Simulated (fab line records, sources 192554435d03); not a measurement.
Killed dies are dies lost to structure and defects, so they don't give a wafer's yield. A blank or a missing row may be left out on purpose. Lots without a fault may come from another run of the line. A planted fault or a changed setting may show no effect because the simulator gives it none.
Split-lot experiment | flow n5_finfet | 7 lots, 21 wafers read, on a route of 1938 steps

THE SPLIT
At N5_BEOL_M3_VIA_ETCH_34 (etches the open film in C4F6/O2, target depth 69.4 nm, time 65.9 s), the setting bias_w was moved away from the recipe's 170 W on 6 of the 21 wafers read, by -16.8% to +14.9%. The other wafers ran this setting at the recipe's value.

The reading is taken at the split's own step.

THE READING
rf_vpp_V, in V, at N5_BEOL_M3_VIA_ETCH_34 (etches the open film in C4F6/O2, target depth 69.4 nm, time 65.9 s). Fault-free wafers of this fab line usually give 665 V, standard deviation 5.7 V.

wafer  | tool, chamber at the split | bias_w as run, W | against the recipe | rf_vpp_V, V | against lot-mates on the recipe
L075.1 | rie_diel-03, 1             | 170              | recipe             | 661         | -
L075.2 | rie_diel-03, 3             | 141.4            | -16.8%             | 579         | -85
L075.3 | rie_diel-03, 2             | 170              | recipe             | 667         | -
L076.1 | rie_diel-05, 3             | 170              | recipe             | 671         | -
L076.4 | rie_diel-05, 2             | 170              | recipe             | 668         | -
L076.5 | rie_diel-05, 0             | 170              | recipe             | 664         | -
L085.1 | rie_diel-03, 2             | 145.6            | -14.4%             | 590         | -74
L085.3 | rie_diel-03, 0             | 170              | recipe             | 668         | -
L085.6 | rie_diel-03, 1             | 170              | recipe             | 661         | -
L087.1 | rie_diel-05, 3             | 170              | recipe             | 671         | -
L087.2 | rie_diel-05, 2             | 170              | recipe             | 667         | -
L087.3 | rie_diel-05, 0             | 170              | recipe             | 662         | -
L089.4 | rie_diel-05, 1             | 170              | recipe             | 671         | -
L089.5 | rie_diel-05, 0             | 170              | recipe             | 662         | -
L089.6 | rie_diel-05, 1             | 195.4            | +14.9%             | 749         | +82
L090.1 | rie_diel-03, 3             | 170              | recipe             | 670         | -
L090.2 | rie_diel-03, 0             | 141.6            | -16.7%             | 577         | -93
L090.5 | rie_diel-03, 3             | 141.6            | -16.7%             | 579         | -91
L091.3 | rie_diel-02, 2             | 170              | recipe             | 665         | -
L091.4 | rie_diel-02, 1             | 170              | recipe             | 658         | -
L091.5 | rie_diel-02, 2             | 184.9            | +8.8%              | 710         | +48

THE FIT
A straight line over all 21 wafers: rf_vpp_V changes by +5.29 V for each +1% of bias_w; r = +1.00; the points scatter about the line by 3.8 V.
The same after taking each lot's own level away (the mean of its wafers on the recipe; 21 wafers): +5.38 V for each +1%; r = +1.00; scatter 3.4 V.
On that fit, the largest move of bias_w shifts the reading by 90 V.
The lots' own levels span 661.5 to 670.0 V, that is 1.5 times the standard deviation above.
So the lot-to-lot level changes the slope little: the two slopes agree.
Check: with one of the wafers moved furthest among these (-16.8%) left out of the fit, the line predicts -91.6 V for it against its lot-mates. It came out at -85 V against them.
Tool readings at the split's step, against how far the setting was moved: rf_vpp_V r = +1.00.

OTHER SPLITS ON THESE WAFERS
These wafers also went through other splits before the reading. Each is held against what the fit with the lots' levels taken away leaves over:
other split on the same wafers | wafers away from the commonest value | r with rf_vpp_V (lot level and that fit taken away)
N5_BEOL_M2_EXPOSE_25 dose_mj   | 2                                    | +0.03
N5_BEOL_M3_DESCUM_33 time_s    | 9                                    | +0.13

THE WHOLE CHAIN: every reading that the file lists as answering this split, in the file's order
step                   | what it does                                                       | reading                                                        | change (the file's fit)               | r (the file's)
N5_BEOL_M3_VIA_ETCH_34 | etches the open film in C4F6/O2, target depth 69.4 nm, time 65.9 s | rf_vpp_V                                                       | +5.32 V for each +1% of the setting   | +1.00
N5_BEOL_M3_VIA_ETCH_34 | etches the open film in C4F6/O2, target depth 69.4 nm, time 65.9 s | etch.depth_nm (the simulator's own value, which no gauge read) | +0.257 nm for each +1% of the setting | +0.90

THE FILE'S OWN FIT
rf_vpp_V changes by +5.32 V for each +1% of bias_w, r = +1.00.
